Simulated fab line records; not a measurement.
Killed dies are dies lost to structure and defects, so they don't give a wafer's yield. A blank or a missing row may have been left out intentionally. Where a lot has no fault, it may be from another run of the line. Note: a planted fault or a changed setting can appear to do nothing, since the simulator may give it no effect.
Matching of chambers | flow n5-finfet | N5_GATE_CUT_ETCH_58 on rie-diel-01 has 4 sister chambers
The step etches SiNx in CH3F/O2, target depth 17 nm, time 128.6 s. 20 wafers are shown with their chamber, then 10 later ones without.

== WAFERS, EACH WITH ITS CHAMBER ==
wafer  | chamber | showerhead-plenum-p-Torr (Torr) | throttle-valve-pct (%) | oes-product-au (a.u.)
L074.4 | 3       | 2.10                            | 16.14                  | 0.85
L074.5 | 0       | 2.03                            | 16.49                  | 0.84
L074.6 | 3       | 2.10                            | 16.14                  | 0.85
L076.3 | 0       | 2.03                            | 16.52                  | 0.83
L076.4 | 2       | 2.00                            | 16.12                  | 0.75
L076.5 | 3       | 2.10                            | 16.15                  | 0.85
L081.1 | 3       | 2.10                            | 16.18                  | 0.84
L081.3 | 2       | 2.00                            | 16.13                  | 0.74
L081.5 | 1       | 1.97                            | 16.13                  | 0.92
L085.3 | 2       | 2.00                            | 16.14                  | 0.73
L085.4 | 1       | 1.97                            | 16.14                  | 0.90
L085.6 | 3       | 2.10                            | 16.22                  | 0.83
L087.2 | 0       | 2.02                            | 16.54                  | 0.81
L087.5 | 2       | 2.00                            | 16.15                  | 0.73
L087.6 | 3       | 2.10                            | 16.19                  | 0.82
L088.3 | 2       | 2.00                            | 16.13                  | 0.73
L088.4 | 3       | 2.10                            | 16.19                  | 0.82
L088.6 | 1       | 1.97                            | 16.14                  | 0.89
L092.2 | 0       | 2.02                            | 16.56                  | 0.79
L092.4 | 1       | 1.97                            | 16.14                  | 0.88

SIGNATURES (averages over the wafers above)
reading                  | chamber 0 | chamber 1 | chamber 2 | chamber 3 | scatter within a chamber
showerhead-plenum-p-Torr | 2.0250    | 1.9700    | 2.0000    | 2.1000    | 0.0025
throttle-valve-pct       | 16.5275   | 16.1375   | 16.1340   | 16.1729   | 0.0235
oes-product-au           | 0.8175    | 0.8975    | 0.7360    | 0.8371    | 0.0154
Rule: for each reading, subtract the chamber's mean from the wafer's reading, divide by that reading's scatter and square the result; add these up over the readings and take the root, which gives the wafer's distance from the chamber. The wafer belongs to the nearest chamber; if the next one is less than 2 further off, it can't be placed. How the scatter is found: for the shown wafers, subtract from each reading the mean of its chamber, square and add these, divide the total by (wafers less chambers), then take the root.

== WAFERS WITH NO CHAMBER GIVEN ==
wafer  | showerhead-plenum-p-Torr (Torr) | throttle-valve-pct (%) | oes-product-au (a.u.)
L092.6 | 1.99                            | 16.14                  | 0.72
L094.1 | 1.99                            | 16.15                  | 0.73
L094.2 | 2.09                            | 16.20                  | 0.81
L094.6 | 1.97                            | 16.17                  | 0.88
L095.1 | 2.09                            | 16.21                  | 0.81
L095.3 | 1.96                            | 16.18                  | 0.88
L095.5 | 1.96                            | 16.17                  | 0.87
L097.2 | 1.99                            | 16.16                  | 0.72
L097.4 | 2.09                            | 16.22                  | 0.81
L097.6 | 1.99                            | 16.18                  | 0.72

== THE CHAMBER EACH PASSED THROUGH ==
wafer  | from the rows above | in truth
L092.6 | 2                   | 2
L094.1 | 2                   | 2
L094.2 | 3                   | 3
L094.6 | 1                   | 1
L095.1 | 3                   | 3
L095.3 | 1                   | 1
L095.5 | 1                   | 1
L097.2 | 2                   | 2
L097.4 | 3                   | 3
L097.6 | 2                   | 2
10 of 10 placed correctly. From these rows, 0 cannot be placed. 0 placed wrongly.
